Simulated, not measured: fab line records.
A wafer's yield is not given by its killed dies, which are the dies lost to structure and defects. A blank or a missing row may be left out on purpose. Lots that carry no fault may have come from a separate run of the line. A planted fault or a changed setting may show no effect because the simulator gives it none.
Chamber matching | flow n5-finfet | 4 sister chambers for N5_BEOL_M0_SAQP_SPACER1_ETCHBACK_99 on rie-diel-02
The step etches SiO2 in CHF3/O2, target depth 15.4 nm, time 7.7 s. 18 wafers are shown with their chamber, then 9 later ones without.

## WAFERS PAIRED WITH THEIR CHAMBERS
wafer  | chamber | showerhead-plenum-p-Torr (Torr) | rf-vpp-V (V) | throttle-valve-pct (%)
L080.2 | 0       | 2.45                            | 520          | 19.08
L080.3 | 3       | 2.59                            | 517          | 18.85
L080.4 | 2       | 2.51                            | 548          | 18.92
L081.3 | 2       | 2.51                            | 547          | 18.92
L081.4 | 3       | 2.59                            | 519          | 18.88
L081.6 | 0       | 2.45                            | 519          | 19.08
L084.1 | 1       | 2.46                            | 525          | 19.24
L084.3 | 3       | 2.59                            | 517          | 18.88
L084.5 | 2       | 2.51                            | 546          | 18.93
L085.2 | 2       | 2.51                            | 548          | 18.95
L085.4 | 3       | 2.58                            | 518          | 18.89
L085.6 | 3       | 2.58                            | 519          | 18.89
L086.1 | 3       | 2.58                            | 518          | 18.89
L086.2 | 2       | 2.51                            | 547          | 18.95
L086.3 | 1       | 2.46                            | 526          | 19.22
L087.1 | 2       | 2.51                            | 549          | 18.95
L087.2 | 3       | 2.58                            | 516          | 18.88
L087.5 | 0       | 2.44                            | 520          | 19.08

SIGNATURES (averages over the wafers above)
reading                  | chamber 0 | chamber 1 | chamber 2 | chamber 3 | scatter within a chamber
showerhead-plenum-p-Torr | 2.4467    | 2.4600    | 2.5100    | 2.5843    | 0.00412
rf-vpp-V                 | 519.67    | 525.50    | 547.50    | 517.71    | 1
throttle-valve-pct       | 19.0800   | 19.2300   | 18.9367   | 18.8800   | 0.0135
Rule: a wafer's distance from a chamber is the root of the sum, over the readings, of the square of ((its reading less the chamber's mean) divided by the reading's scatter). The wafer belongs to the nearest chamber; if the next one is less than 2 further off, it can't be placed. The scatter is the square root of a quotient: the sum, over the shown wafers, of each reading's squared deviation from its chamber's mean, divided by wafers minus chambers.

## WAFERS WHOSE CHAMBER IS MISSING
wafer  | showerhead-plenum-p-Torr (Torr) | rf-vpp-V (V) | throttle-valve-pct (%)
L091.1 | 2.58                            | 517          | 18.90
L091.2 | 2.44                            | 518          | 19.09
L091.4 | 2.51                            | 548          | 18.97
L076.2 | 2.58                            | 519          | 18.89
L076.3 | 2.50                            | 547          | 18.95
L076.5 | 2.45                            | 525          | 19.25
L094.4 | 2.50                            | 549          | 18.95
L094.5 | 2.50                            | 547          | 18.97
L094.6 | 2.45                            | 525          | 19.26

## WHICH CHAMBER EACH ONE RAN IN
wafer  | from the rows above | in truth
L091.1 | 3                   | 3
L091.2 | 0                   | 0
L091.4 | 2                   | 2
L076.2 | 3                   | 3
L076.3 | 2                   | 2
L076.5 | 1                   | 1
L094.4 | 2                   | 2
L094.5 | 2                   | 2
L094.6 | 1                   | 1
Placed correctly: 9 of 9. Left unplaced by these rows: 0. Wrongly placed: 0.
